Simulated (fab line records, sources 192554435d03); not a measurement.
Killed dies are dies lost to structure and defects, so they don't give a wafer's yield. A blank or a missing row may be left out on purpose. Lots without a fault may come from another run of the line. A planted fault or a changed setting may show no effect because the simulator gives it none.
A sampling plan put to the test | flow n5_finfet | one fab line, 12 faults that these records tell of, each judged on the records of the lots that it struck
The plan is the line's own looks: the steps of the route at which a gauge or an inspection reads the wafer and doesn't change it. A look can be judged if struck wafers have a number there and the file gives its usual mean and standard deviation on fault-free wafers. Caught: at a look after the fault's first step, the mean of the struck wafers lies 4 or more of those standard deviations (sigma) from the usual mean. On the tool: the same test on the tool's own readings at the fault's steps. Another recipe on the struck wafers, or a record that is blank for them alone, also counts as caught.

THE FAULTS, as the simulator had put them in
1. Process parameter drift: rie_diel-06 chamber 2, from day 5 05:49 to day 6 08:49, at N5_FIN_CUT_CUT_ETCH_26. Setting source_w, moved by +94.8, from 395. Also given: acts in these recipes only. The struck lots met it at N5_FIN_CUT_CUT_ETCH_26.
2. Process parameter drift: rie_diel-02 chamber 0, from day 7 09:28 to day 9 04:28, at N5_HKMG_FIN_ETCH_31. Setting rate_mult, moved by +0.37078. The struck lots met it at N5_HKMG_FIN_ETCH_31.
3. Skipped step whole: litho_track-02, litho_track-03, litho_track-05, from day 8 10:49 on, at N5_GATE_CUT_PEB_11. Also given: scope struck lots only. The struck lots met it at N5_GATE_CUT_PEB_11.
4. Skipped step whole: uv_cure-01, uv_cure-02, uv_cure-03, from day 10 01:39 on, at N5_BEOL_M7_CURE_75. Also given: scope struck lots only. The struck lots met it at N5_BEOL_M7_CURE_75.
5. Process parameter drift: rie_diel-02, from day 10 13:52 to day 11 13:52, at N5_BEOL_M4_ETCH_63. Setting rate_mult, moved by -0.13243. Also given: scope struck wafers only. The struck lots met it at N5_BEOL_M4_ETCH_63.
6. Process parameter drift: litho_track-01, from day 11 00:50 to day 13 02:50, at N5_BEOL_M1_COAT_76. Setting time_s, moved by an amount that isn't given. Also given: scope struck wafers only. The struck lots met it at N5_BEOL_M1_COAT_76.
7. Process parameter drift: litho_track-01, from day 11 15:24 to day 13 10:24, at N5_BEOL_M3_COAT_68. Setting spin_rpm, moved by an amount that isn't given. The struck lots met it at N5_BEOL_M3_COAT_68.
8. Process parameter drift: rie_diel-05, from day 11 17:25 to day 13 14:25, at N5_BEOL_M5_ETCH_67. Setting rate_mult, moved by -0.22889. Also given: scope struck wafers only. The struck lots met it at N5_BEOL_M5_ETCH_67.
9. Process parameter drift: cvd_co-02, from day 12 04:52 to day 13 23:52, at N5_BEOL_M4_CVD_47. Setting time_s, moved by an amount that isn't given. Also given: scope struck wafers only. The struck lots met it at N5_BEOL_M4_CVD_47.
10. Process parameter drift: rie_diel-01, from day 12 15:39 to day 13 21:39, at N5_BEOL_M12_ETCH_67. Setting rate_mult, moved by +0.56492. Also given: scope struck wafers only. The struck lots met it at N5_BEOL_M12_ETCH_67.
11. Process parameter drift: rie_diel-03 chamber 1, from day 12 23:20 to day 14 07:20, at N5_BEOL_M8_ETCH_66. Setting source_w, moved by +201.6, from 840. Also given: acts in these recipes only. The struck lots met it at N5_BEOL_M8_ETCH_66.
12. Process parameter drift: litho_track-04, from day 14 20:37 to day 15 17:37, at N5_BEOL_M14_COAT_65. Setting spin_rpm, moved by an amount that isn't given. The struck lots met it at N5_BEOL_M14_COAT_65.

WHAT THE PLAN SAW
fault | on the tool itself                               | first look that catches it                      | reading, sigma | median hours from its first step to that look | hours from the fault's start to the first struck lot there | judged looks passed uncaught
1     | rf_fwd_power_W +66 sigma                         | not the one look that can be judged after it    | -              | -                                             | -                                                          | 1
2     | etch_rf_on_time_s -11 sigma                      | not the one look that can be judged after it    | -              | -                                             | -                                                          | 1
3     | the tool's record is blank for the struck wafers | no look after it can be judged                  | -              | -                                             | -                                                          | 0
4     | the tool's record is blank for the struck wafers | no look after it can be judged                  | -              | -                                             | -                                                          | 0
5     | etch_rf_on_time_s +6.0 sigma                     | not the one look that can be judged after it    | -              | -                                             | -                                                          | 1
6     | run_length_s +22 sigma                           | not the one look that can be judged after it    | -              | -                                             | -                                                          | 1
7     | spin_speed_rpm -36 sigma                         | none of the 2 looks that can be judged after it | -              | -                                             | -                                                          | 2
8     | etch_rf_on_time_s +18 sigma                      | no look after it can be judged                  | -              | -                                             | -                                                          | 0
9     | run_length_s -8.8 sigma                          | not the one look that can be judged after it    | -              | -                                             | -                                                          | 1
10    | etch_rf_on_time_s -15 sigma                      | no look after it can be judged                  | -              | -                                             | -                                                          | 0
11    | rf_fwd_power_W +70 sigma                         | no look after it can be judged                  | -              | -                                             | -                                                          | 0
12    | spin_speed_rpm -31 sigma                         | no look after it can be judged                  | -              | -                                             | -                                                          | 0
A dash: the fault isn't caught, or these records don't give the number.

Caught at a look: 0 of 12. Caught on the tool: 12 of 12. By one or the other: 12 of 12.
Caught on the tool alone: faults 1, 2, 3, 4, 5, 6, 7, 8, 9, 10, 11, 12.
